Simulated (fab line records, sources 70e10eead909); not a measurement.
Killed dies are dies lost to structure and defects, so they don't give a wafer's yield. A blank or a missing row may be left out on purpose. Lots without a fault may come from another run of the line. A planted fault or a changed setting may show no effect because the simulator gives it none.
Chamber matching | flow nand_harc | NHARC_A_CONTACT_ETCH_106 on rie_diel-13: 4 sister chambers
The step etches the open film in CF4/O2, target depth 90 nm, overetch 9 nm, time 49.5 s. 4 wafers are shown with their chamber, then 8 later ones without.

WAFERS WITH THEIR CHAMBER
wafer  | chamber | showerhead_plenum_p_Torr (Torr)
L083.1 | 3       | 1.44
L083.5 | 0       | 1.36
L085.5 | 2       | 1.31
L088.1 | 1       | 1.43

WAFERS WITHOUT THEIR CHAMBER
wafer  | showerhead_plenum_p_Torr (Torr)
L088.3 | 1.44
L088.4 | 1.35
L089.2 | 1.42
L089.3 | 1.31
L089.4 | 1.35
L089.1 | 1.43
L089.5 | 1.43
L089.6 | 1.31

WHICH CHAMBER EACH WENT THROUGH
wafer  | from the rows above     | in truth
L088.3 | can't be placed: 3 or 1 | 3
L088.4 | 0                       | 0
L089.2 | can't be placed: 1 or 3 | 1
L089.3 | 2                       | 2
L089.4 | 0                       | 0
L089.1 | can't be placed: 1 or 3 | 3
L089.5 | can't be placed: 1 or 3 | 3
L089.6 | 2                       | 2
Placed correctly: 4 of 8. Can't be placed from these rows: 4 (the true chamber is among the candidates in 4). Placed wrongly: 0.
How it was worked out, from the rows above alone: a wafer's distance from a chamber is the root of the sum, over the readings, of the square of ((its reading less the chamber's mean) divided by the reading's scatter). The wafer belongs to the nearest chamber; if the next one is less than 2 further off, it can't be placed. A chamber's mean is the mean of its shown wafers. The scatter: with one shown wafer a chamber, the root of the mean of the squares of how far each hidden wafer lies from its nearest shown one.
